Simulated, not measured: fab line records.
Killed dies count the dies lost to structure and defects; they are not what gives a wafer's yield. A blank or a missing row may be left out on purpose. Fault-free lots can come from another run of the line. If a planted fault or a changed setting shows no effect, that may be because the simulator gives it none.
A struck lot beside a sound one :: flow n5 finfet :: 42 out of 1938 route steps
Sound: wafers L454.1, L454.2, L454.6. Wafers struck: L461.1, L461.3, L461.4. At the end, the cause is stated.
Per side, at each step with rows, come the tool, then ch with its chambers, and then its first start. Under that, the readings that differ: sound wafers :: struck wafers :: difference of the means :: sigmas: that difference in standard deviations of wafers without a fault.
alike: a reading whose means differ by less than 2 such deviations, as well as words and numbers matching on both sides. not compared: withheld readings; readings where some wafer has no value; bounds like >300 that might hide an equal value; numbers whose values overlap and for which the record gives no deviation.
A row with sigmas, a row that says differs or no value, or rows on one side alone: a step with any of these is where the two part. Numbers that don't overlap but have no deviation are shown without sigmas and don't part them. A reading that every wafer of one side lacks parts them only if that side has two wafers or more.

first, 1 step without rows for these wafers: N5_HKMG_FIN_CMP_94 (polishes, stops on SiNx, t overpolish 4.7 s, target thk 43.299 nm).
N5_HKMG_FIN_INSPECT_28: inspects for defects (darkfield).
  sound on defect inspect-02, day 4 08:31; struck on defect inspect-01, day 6 06:58
  alike: raw defect count
then, 3 steps without rows for these wafers: N5_GATE_CUT_ETCHBACK_00 (etches W in SF6/Cl2); N5_GATE_CUT_ETCH_56 (etches TiN in Cl2/Ar, target depth 21.6 nm); N5_GATE_CUT_ETCHBACK_30 (etches TiN in Cl2/Ar, target depth 3 nm).
N5_GATE_CUT_VAPOR_ETCH_60: etches HfO2 in BCl3/Cl2.
  sound on rie metal-03 ch 0,1, day 4 08:47; struck on rie metal-02 ch 0,1, day 6 07:14
  alike: drypump motor current A, oes product au
then, 5 steps without rows for these wafers: N5_GATE_CUT_ETCH_58 (etches SiNx in CH3F/O2, target depth 17 nm, time 128.6 s); N5_GATE_CUT_STRIP_59 (strips in N2/H2, time 20 s); N5_GATE_CUT_PRECLEAN_31 (cleans in DIW, time 300 s); N5_GATE_CUT_SRD_32 (time 30 s); N5_GATE_CUT_SAC_CAP_01 (material SiNx, target thk 24 nm, pulse time 1 s, ald cycles 480).
N5_GATE_CUT_PECVD_57: deposits SiNx from SiH4/NH3/N2, target thk 21 nm.
  sound on pecvd-02 ch 0,1, day 4 11:37; struck on pecvd-02 ch 0,1,2, day 6 09:49
  no value came back on the struck wafers for any of 6 readings (chamber pressure Torr (Torr), heater power outer w (W) and others); on the sound wafers chamber pressure Torr (Torr) reads 1.499 1.501 1.499
N5_GATE_CUT_CMP_02: polishes, stops on SiO2, t overpolish 12.7 s, target thk 0 nm.
  sound on cmp-01 ch 1,3, day 4 11:43; struck on cmp-02 ch 0,1,2, day 6 09:53
reading: model.SiNx_of_GATE_CUT_SAC_CAP_01.thk nm (nm)
sound: 21.6 21.6 21.6
struck: 0 0 0
difference: -22
sigmas: 
  alike: motor current A
N5_GATE_CUT_HM_DEP_46: deposits SiO2 from TEOS/O2, target thk 130 nm, time 26.6 s.
  sound on pecvd-01 ch 0,1, day 4 12:01; struck on pecvd-02 ch 0,2, day 6 10:13
  alike: heater power w, rf fwd power W, showerhead plenum p Torr, throttle valve pct
then, 9 steps without rows for these wafers: N5_GATE_CUT_COAT_34 (time 60 s, resist thk 60 nm); N5_GATE_CUT_COAT_35 (time 60 s, resist thk 10 nm); N5_GATE_CUT_COAT_27 (time 60 s, resist thk 10 nm); N5_GATE_CUT_COAT_07 (resist thk 30 nm); N5_GATE_CUT_EBR_09; N5_GATE_CUT_SOFTBAKE_08 (time 60 s); N5_GATE_CUT_EXPOSE_10 (exposes mask GATE CUT, target cd 20 nm); N5_GATE_CUT_PEB_11 (peb time 60 s); N5_GATE_CUT_DEVELOP_12 (develop time 30 s).
N5_GATE_CUT_CD_MEAS_13: the cd target is 20 nm.
  sound on cd sem-03 ch 0, day 4 12:22; struck on cd sem-03 ch 0, day 6 10:41
  alike: cd nm
N5_GATE_CUT_OVL_MEAS_14:
  sound on overlay-02 ch 0, day 4 12:24; struck on overlay-01 ch 0, day 6 10:43
  alike: GATE_CUT_OVL
N5_GATE_CUT_INSPECT_15: inspects for defects (brightfield).
  sound on defect inspect-02, day 4 12:28; struck on defect inspect-02, day 6 10:46
  alike: raw defect count
then, 2 steps without rows for these wafers: N5_GATE_CUT_DESCUM_18 (chemistry O2, time 7 s); N5_GATE_CUT_ETCH_28 (etches underlayer in N2/H2, target depth 13 nm, time 10.4 s).
N5_GATE_CUT_ETCH_36: etches SiARC in CF4, target depth 13 nm, time 21.7 s.
  sound on rie diel-02 ch 0,2, day 4 13:41; struck on rie diel-04 ch 0,1,3, day 6 11:01
reading: drypump motor current A (A)
sound: 5.7 5.0 5.7
struck: 6.4 6.2 6.1
difference: +0.8
sigmas: +2
  alike: etch rf on time s, oes product au, rf fwd power W, rf vpp V, showerhead plenum p Torr, throttle valve pct
  not compared: rf hours counter h
then, 7 steps without rows for these wafers: N5_GATE_CUT_ETCH_37 (etches SOC in N2/H2, target depth 60 nm, overetch 12 nm, time 90 s); N5_GATE_CUT_STRIP_38 (strips in N2/H2); N5_GATE_CUT_STRIP_39 (strips in N2/H2); N5_GATE_CUT_HM_OPEN_40 (chemistry C4F6/O2, target SiO2, target depth 139 nm, time 85.1 s); N5_GATE_CUT_STRIP_41 (strips in CF4); N5_GATE_CUT_STRIP_42 (strips in O2); N5_GATE_CUT_ETCH_19 (etches SiNx in CH3F/O2, target depth 53.7 nm, time 76.7 s).
N5_GATE_CUT_CUT_ETCH_53: etches W in SF6/Cl2, target depth 79.2 nm.
  sound on rie metal-03 ch 0,1, day 4 14:01; struck on rie metal-03 ch 0,1, day 6 11:22
  alike: drypump motor current A, etch rf on time s, oes product au, rf fwd power W, throttle valve pct
  not compared: rf hours counter h
then, 2 steps without rows for these wafers: N5_GATE_CUT_CUT_ETCH_54 (etches TiN in Cl2/BCl3, target depth 96.7 nm); N5_GATE_CUT_CUT_ETCH_55 (etches HfO2 in BCl3, target depth 3.2 nm).
N5_GATE_CUT_ETCH_47: etches SiO2 in Cl2/BCl3, target depth 10 nm.
  sound on rie metal-03 ch 0,1, day 4 14:10; struck on rie metal-03 ch 0,1, day 6 11:31
  alike: drypump motor current A, oes_ar_750_au, oes product au, rf fwd power W, throttle valve pct
  not compared: rf hours counter h
N5_MOL_CONTACT_COAG_CMP_28: polishes, stops on SiNx, t overpolish 0.85 s, target thk 14.522 nm.
  sound on cmp-04 ch 1,3, day 5 02:11; struck on cmp-02 ch 0,1,3, day 6 23:32
reading: model.SiNx_of_GATE_CUT_SAC_CAP_01.thk nm (nm)
sound: 17.8 17.8 17.8
struck: 0 0 0
difference: -18
sigmas: 
  alike: motor current A, time to endpoint s
N5_MOL_CONTACT_COAG_ETCH_47: etches SiNx in CH3F/O2, stops on W, target depth 27 nm.
  sound on rie diel-06 ch 1,2, day 5 05:15; struck on rie diel-01 ch 0,1,2, day 7 03:07
reading: etch rf on time s (s)
sound: 31.9 30.8 30.9
struck: 38.4 37.9 38.5
difference: +7.1
sigmas: +14

reading: model.etch.t clear s (s)
sound: 26.58 25.64 25.73
struck: 32 31.55 32.12
difference: +6
sigmas: 

reading: model.MOL_CONTACT_COAG.feature depth nm (nm)
sound: 18.4 18.4 18.4
struck: 23.2 23.2 23.2
difference: +4.8
sigmas: 

reading: model.etch.depth nm (nm)
sound: 17.86 17.84 17.87
struck: 22.5 22.5 22.5
difference: +4.6
sigmas: 
  alike: drypump motor current A, oes_ar_750_au, oes_f_703_au, oes product au, rf fwd power W, rf vpp V, showerhead plenum p Torr, throttle valve pct
  not compared: rf hours counter h

== WHERE THEY PART ==
Earliest at N5_GATE_CUT_PECVD_57; latest, in this record, at N5_MOL_CONTACT_COAG_ETCH_47.

WHY: whatever the simulator had introduced
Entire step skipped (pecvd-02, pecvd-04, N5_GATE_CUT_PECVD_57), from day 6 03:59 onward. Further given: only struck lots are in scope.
